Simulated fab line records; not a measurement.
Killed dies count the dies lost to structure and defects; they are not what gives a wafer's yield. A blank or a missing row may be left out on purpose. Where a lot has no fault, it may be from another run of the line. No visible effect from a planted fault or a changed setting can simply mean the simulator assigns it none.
Which tool was responsible? / flow nand harc / Sampling: 6 lots, 18 wafers, 3 of 1302 route steps

## WHAT THE GAUGES SHOWED, per wafer
NHARC_A_M1_CD_MEAS_09: the cd target is 120 nm.
lot=L208; measured=day 24 09:01; on=cd sem-03; cd nm (nm)=119.5 119.6 119.5
lot=L211; measured=day 25 21:07; on=cd sem-02; cd nm (nm)=119.9 119.3 119.8
lot=L216; measured=day 27 12:50; on=cd sem-02; cd nm (nm)=120.5 119.9 119.6
lot=L222; measured=day 30 19:32; on=cd sem-02; cd nm (nm)=123.7 120.6 123.7
lot=L224; measured=day 31 09:58; on=cd sem-02; cd nm (nm)=119.5 120.1 119.7
lot=L227; measured=day 33 00:56; on=cd sem-01; cd nm (nm)=120.3 120.2 118.6

## WHICH TOOL RAN EACH LOT (tool, then ch and the chambers of the sampled wafers, then the start)
lot=L208; NHARC_A_M0_CMP_23=cmp-01 ch 1,2, day 24 07:02; NHARC_A_M1_PEB_07=litho track-06 ch 0, day 24 08:56
lot=L211; NHARC_A_M0_CMP_23=cmp-02 ch 0,3, day 25 19:16; NHARC_A_M1_PEB_07=litho track-01 ch 0, day 25 21:02
lot=L216; NHARC_A_M0_CMP_23=cmp-01 ch 1,2,3, day 27 11:03; NHARC_A_M1_PEB_07=litho track-04 ch 0, day 27 12:46
lot=L222; NHARC_A_M0_CMP_23=cmp-02 ch 0,2,3, day 30 17:39; NHARC_A_M1_PEB_07=litho track-04 ch 0, day 30 19:27
lot=L224; NHARC_A_M0_CMP_23=cmp-02 ch 0,1,3, day 31 08:17; NHARC_A_M1_PEB_07=litho track-01 ch 0, day 31 09:53
lot=L227; NHARC_A_M0_CMP_23=cmp-01 ch 0,1,3, day 32 23:05; NHARC_A_M1_PEB_07=litho track-06 ch 0, day 33 00:51
- NHARC_A_M0_CMP_23: polishes, t overpolish 20 s, target thk 113.75 nm.
- NHARC_A_M1_PEB_07: peb time 65 s.

## THE ANSWER, worked out from the rows above alone
Rule: the lots themselves supply what counts as usual. The widest of any qualifying gaps counts: lots, ordered by their means at a reading, are off when they make up no more than a third of the lots, leave a main group of 4 or more, and stand apart from it by 3 or more times the standard deviation of that group's means. The tables above print the reading to a certain number of digits; a main group whose means all agree to those digits is not used. A lot without any number at a reading at which 4 lots or more have one is off too. All remaining lots with rows at the step are treated as sound.
Off: L222, at NHARC_A_M1_CD_MEAS_09 (cd nm). The main group: mean 119.7 nm, standard deviation 0.15.
If a tool, at a process step before that reading, ran all the lots that are off and no sound lot after the first of them, it fits. The gauges at NHARC_A_M1_CD_MEAS_09 are tried like those tools. One candidate fits, namely litho track-04 at NHARC_A_M1_PEB_07. Its last sound lot is L216 (day 27 12:46), its first lot that is off L222 (day 30 19:27): a fault that began between those two fits.

## WHAT THE SIMULATOR HAD PUT IN
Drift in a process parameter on litho track-04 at NHARC_A_M1_PEB_07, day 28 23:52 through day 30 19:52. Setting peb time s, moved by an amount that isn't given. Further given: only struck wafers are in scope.
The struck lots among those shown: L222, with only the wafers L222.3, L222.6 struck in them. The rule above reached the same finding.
